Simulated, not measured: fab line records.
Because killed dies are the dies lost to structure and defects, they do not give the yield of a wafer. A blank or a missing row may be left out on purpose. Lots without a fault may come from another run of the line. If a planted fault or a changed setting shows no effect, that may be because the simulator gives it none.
Split-lot trial :: flow n5-finfet :: on a route of 1938 steps: 7 lots, 21 wafers read

THE SPLIT
At N5_GATE_CUT_HM_DEP_46 (deposits SiO2 from TEOS/O2, target thk 130 nm, time 26.6 s), the setting time-s was moved away from the recipe's 26.6 s on 8 of the 21 wafers read, by -9.9% to +12.0%. All remaining wafers had this setting at the recipe value.

The reading comes from the split's own step.

THE READING
SiO2_of_GATE_CUT_HM_DEP_46.thk-nm (the simulator's own value, which no gauge read), in nm, at N5_GATE_CUT_HM_DEP_46 (deposits SiO2 from TEOS/O2, target thk 130 nm, time 26.6 s). The file gives no usual value for it. Here, 13 wafers ran the recipe; their average is 129.2 nm with a standard deviation of 1.6 nm.

wafer: L076.1
tool, chamber at the split: pecvd-01, 0
time-s as run, s: 26.6
against the recipe: recipe
SiO2_of_GATE_CUT_HM_DEP_46.thk-nm, nm: 131.8
against lot-mates on the recipe: -

wafer: L076.2
tool, chamber at the split: pecvd-01, 2
time-s as run, s: 23.96
against the recipe: -9.9%
SiO2_of_GATE_CUT_HM_DEP_46.thk-nm, nm: 117.8
against lot-mates on the recipe: -14.0

wafer: L076.5
tool, chamber at the split: pecvd-01, 0
time-s as run, s: 23.96
against the recipe: -9.9%
SiO2_of_GATE_CUT_HM_DEP_46.thk-nm, nm: 120.8
against lot-mates on the recipe: -11.0

wafer: L078.1
tool, chamber at the split: pecvd-03, 0
time-s as run, s: 24.39
against the recipe: -8.3%
SiO2_of_GATE_CUT_HM_DEP_46.thk-nm, nm: 114.8
against lot-mates on the recipe: -13.2

wafer: L078.3
tool, chamber at the split: pecvd-03, 2
time-s as run, s: 26.6
against the recipe: recipe
SiO2_of_GATE_CUT_HM_DEP_46.thk-nm, nm: 128
against lot-mates on the recipe: -

wafer: L078.6
tool, chamber at the split: pecvd-03, 1
time-s as run, s: 24.39
against the recipe: -8.3%
SiO2_of_GATE_CUT_HM_DEP_46.thk-nm, nm: 117.4
against lot-mates on the recipe: -10.6

wafer: L081.1
tool, chamber at the split: pecvd-01, 2
time-s as run, s: 26.6
against the recipe: recipe
SiO2_of_GATE_CUT_HM_DEP_46.thk-nm, nm: 129.4
against lot-mates on the recipe: -

wafer: L081.4
tool, chamber at the split: pecvd-01, 0
time-s as run, s: 26.6
against the recipe: recipe
SiO2_of_GATE_CUT_HM_DEP_46.thk-nm, nm: 131
against lot-mates on the recipe: -

wafer: L081.5
tool, chamber at the split: pecvd-01, 2
time-s as run, s: 26.6
against the recipe: recipe
SiO2_of_GATE_CUT_HM_DEP_46.thk-nm, nm: 129.2
against lot-mates on the recipe: -

wafer: L086.1
tool, chamber at the split: pecvd-01, 2
time-s as run, s: 26.6
against the recipe: recipe
SiO2_of_GATE_CUT_HM_DEP_46.thk-nm, nm: 128.6
against lot-mates on the recipe: -

wafer: L086.3
tool, chamber at the split: pecvd-01, 1
time-s as run, s: 26.6
against the recipe: recipe
SiO2_of_GATE_CUT_HM_DEP_46.thk-nm, nm: 129.6
against lot-mates on the recipe: -

wafer: L086.6
tool, chamber at the split: pecvd-01, 1
time-s as run, s: 26.6
against the recipe: recipe
SiO2_of_GATE_CUT_HM_DEP_46.thk-nm, nm: 131.2
against lot-mates on the recipe: -

wafer: L093.1
tool, chamber at the split: pecvd-01, 1
time-s as run, s: 26.6
against the recipe: recipe
SiO2_of_GATE_CUT_HM_DEP_46.thk-nm, nm: 128.8
against lot-mates on the recipe: -

wafer: L093.5
tool, chamber at the split: pecvd-01, 2
time-s as run, s: 27.76
against the recipe: +4.4%
SiO2_of_GATE_CUT_HM_DEP_46.thk-nm, nm: 137.6
against lot-mates on the recipe: +7.8

wafer: L093.6
tool, chamber at the split: pecvd-01, 1
time-s as run, s: 26.6
against the recipe: recipe
SiO2_of_GATE_CUT_HM_DEP_46.thk-nm, nm: 130.8
against lot-mates on the recipe: -

wafer: L094.1
tool, chamber at the split: pecvd-03, 0
time-s as run, s: 29.79
against the recipe: +12.0%
SiO2_of_GATE_CUT_HM_DEP_46.thk-nm, nm: 143.8
against lot-mates on the recipe: +16.0

wafer: L094.2
tool, chamber at the split: pecvd-03, 1
time-s as run, s: 26.6
against the recipe: recipe
SiO2_of_GATE_CUT_HM_DEP_46.thk-nm, nm: 127.8
against lot-mates on the recipe: -

wafer: L094.6
tool, chamber at the split: pecvd-03, 1
time-s as run, s: 29.79
against the recipe: +12.0%
SiO2_of_GATE_CUT_HM_DEP_46.thk-nm, nm: 144.4
against lot-mates on the recipe: +16.6

wafer: L095.2
tool, chamber at the split: pecvd-03, 1
time-s as run, s: 26.6
against the recipe: recipe
SiO2_of_GATE_CUT_HM_DEP_46.thk-nm, nm: 126
against lot-mates on the recipe: -

wafer: L095.3
tool, chamber at the split: pecvd-03, 0
time-s as run, s: 28.63
against the recipe: +7.6%
SiO2_of_GATE_CUT_HM_DEP_46.thk-nm, nm: 140.2
against lot-mates on the recipe: +13.5

wafer: L095.4
tool, chamber at the split: pecvd-03, 1
time-s as run, s: 26.6
against the recipe: recipe
SiO2_of_GATE_CUT_HM_DEP_46.thk-nm, nm: 127.4
against lot-mates on the recipe: -

FIT RESULTS
A straight line over all 21 wafers: SiO2_of_GATE_CUT_HM_DEP_46.thk-nm changes by +1.27 nm for each +1% of time-s; r = +0.97; the points scatter about the line by 2 nm.
The same after taking each lot's own level away (the mean of its wafers on the recipe; 21 wafers): +1.39 nm for each +1%; r = +0.99; scatter 1.3 nm.
That fit puts the effect of the largest move of time-s on the reading at 17 nm.
Measured against the standard deviation above, the lots' own levels, which go from 126.70 to 131.80 nm, span 3.1 times it.
So the lot-to-lot level changes the slope little: the two slopes agree.
Check: +17.3 nm against its lot-mates is what the line predicts for one of the wafers moved furthest among these (+12.0%) when that wafer is left out of the fit. Against them it came out at +16 nm.

OTHER SPLITS ON THESE WAFERS
Note: prior to the reading, these wafers also went through further splits. Each is held against what the fit with the lots' levels taken away leaves over:
other split on the same wafers: N5_ZERO_LAYER_PECVD_02 time-s
wafers away from the commonest value: 7
r with SiO2_of_GATE_CUT_HM_DEP_46.thk-nm (lot level and that fit taken away): -0.15

other split on the same wafers: N5_WELL_APT_EXPOSE_05 dose-mj
wafers away from the commonest value: 7
r with SiO2_of_GATE_CUT_HM_DEP_46.thk-nm (lot level and that fit taken away): +0.09

other split on the same wafers: N5_WELL_APT_DEVELOP_07 develop-time-s
wafers away from the commonest value: 6
r with SiO2_of_GATE_CUT_HM_DEP_46.thk-nm (lot level and that fit taken away): +0.47

other split on the same wafers: N5_DUMMY_GATE_PECVD_30 time-s
wafers away from the commonest value: 7
r with SiO2_of_GATE_CUT_HM_DEP_46.thk-nm (lot level and that fit taken away): -0.31

other split on the same wafers: N5_DUMMY_GATE_COAT_28 spin-rpm
wafers away from the commonest value: 5
r with SiO2_of_GATE_CUT_HM_DEP_46.thk-nm (lot level and that fit taken away): -0.08

other split on the same wafers: N5_SD_EPI_N_EPI_21 temp-c
wafers away from the commonest value: 8
r with SiO2_of_GATE_CUT_HM_DEP_46.thk-nm (lot level and that fit taken away): -0.37

other split on the same wafers: N5_ILD0_CMP_03 down-force-psi
wafers away from the commonest value: 10
r with SiO2_of_GATE_CUT_HM_DEP_46.thk-nm (lot level and that fit taken away): +0.25

THE FILE'S OWN FIT
SiO2_of_GATE_CUT_HM_DEP_46.thk-nm changes by +1.43 nm for each +1% of time-s, r = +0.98.
